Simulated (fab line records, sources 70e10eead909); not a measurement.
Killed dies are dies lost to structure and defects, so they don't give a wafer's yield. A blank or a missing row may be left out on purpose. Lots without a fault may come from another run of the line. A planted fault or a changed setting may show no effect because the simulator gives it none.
Problem report in the 8D (eight disciplines) form, filled by code | flow nand_harc | the parts of the form that need people (team, actions taken, sign-off) are left out

1. THE PROBLEM
killed_at_periphery at NHARC_END_SORT_01 reads a mean of 609.0 on 2 wafers of 2 lots; wafers without a fault read 4.2 with a standard deviation of 2.9. That is +99 or more standard deviations from the usual mean.
First seen on wafer L762.2, day 27 03:27, on prober-01. The record holds 6 wafers of 2 lots with a number at this step. Rule for "out", or "out of limits": more than 4 standard deviations from the usual mean. The other wafers with a number count as sound.

2. WHAT IT IS AND WHAT IT IS NOT
question                    | is                                                     | is not
which readings at this step | killed_at_periphery, defect_limited_yield, killed_dies | killed_at_array, killed_at_other, killed_open, killed_short
which lots                  | L762, L764                                             | -
which wafers of those lots  | L762.2, L764.4                                         | L762.3, L762.4, L764.1, L764.2
read on which gauges        | prober-01, prober-02                                   | -
when                        | from day 27 03:27                                      | up to then (0 sound wafers); but 4 sound wafers of L762, L764 came after

3. SUSPECTS, AND WHAT RULES EACH OUT
Counting: a tool at a process step up to the reading stays a suspect if it ran every lot that is out. Sound lots after the first of them don't rule it out here, since some wafers of a struck lot are sound.
- the gauge at NHARC_END_SORT_01: ruled out. The wafers that are out were read on 2 gauges (prober-01, prober-02).
- pecvd-04 at NHARC_P_M1_DEP_00 (deposits SiOC, target thk 182.5 nm): kept. It ran every lot that is out, first L762 (day 8 09:36).
- pvd_sputter-01 at NHARC_THIN_TSV_PVD_19 (deposits TaN, target thk 20 nm): kept. It ran every lot that is out, first L762 (day 27 03:27). NHARC_THIN_TSV_PVD_19 gives no start for some lots, so the hours and the order of its lots are those of NHARC_END_SORT_01.
- Within pecvd-04 at NHARC_P_M1_DEP_00: the wafers that are out ran in chamber 1; their sound lot-mates ran in chambers 0, 2.
Left after counting: pecvd-04 at NHARC_P_M1_DEP_00, pvd_sputter-01 at NHARC_THIN_TSV_PVD_19.

4. THE CAUSE (what the simulator had put in)
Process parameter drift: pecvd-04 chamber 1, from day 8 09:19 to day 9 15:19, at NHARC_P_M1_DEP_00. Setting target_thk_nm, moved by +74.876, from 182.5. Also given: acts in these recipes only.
Counting left 2 suspects, and this tool is among them.

5. THE CHAIN OF EFFECTS, in route order
Each row: a reading whose mean over the struck wafers that have a number lies more than 3 standard deviations from the usual. Only readings for which the record gives a usual standard deviation are gone through. hours: the time from each lot's start at the first step in this table that gives one to its start at this step, as a median over the lots. sigmas: the change in usual standard deviations.
hours | step              | reading              | usual  | on struck wafers | change | sigmas
0     | NHARC_END_SORT_01 | defect_limited_yield | 90.1 % | 0.0              | -90.1  | -36
0     | NHARC_END_SORT_01 | killed_at_periphery  | 4.2    | 609.0            | +604.8 | +99 or more
0     | NHARC_END_SORT_01 | killed_dies          | 67     | 677              | +610   | +36

6. WHAT WOULD HAVE CAUGHT IT SOONER
In this record the first reading out of limits at a measuring or inspecting step was taken at day 27 03:27, 450 hours after the fault began at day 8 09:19.
Of the tool readings at NHARC_P_M1_DEP_00 for which the record gives a usual standard deviation, none was out on any struck wafer, so an alarm limit of 4 standard deviations on them would not have fired.
All the lots that are out (2) had begun NHARC_P_M1_DEP_00 on pecvd-04 by day 27 03:27. A hold on the tool at that time would have spared none of them.
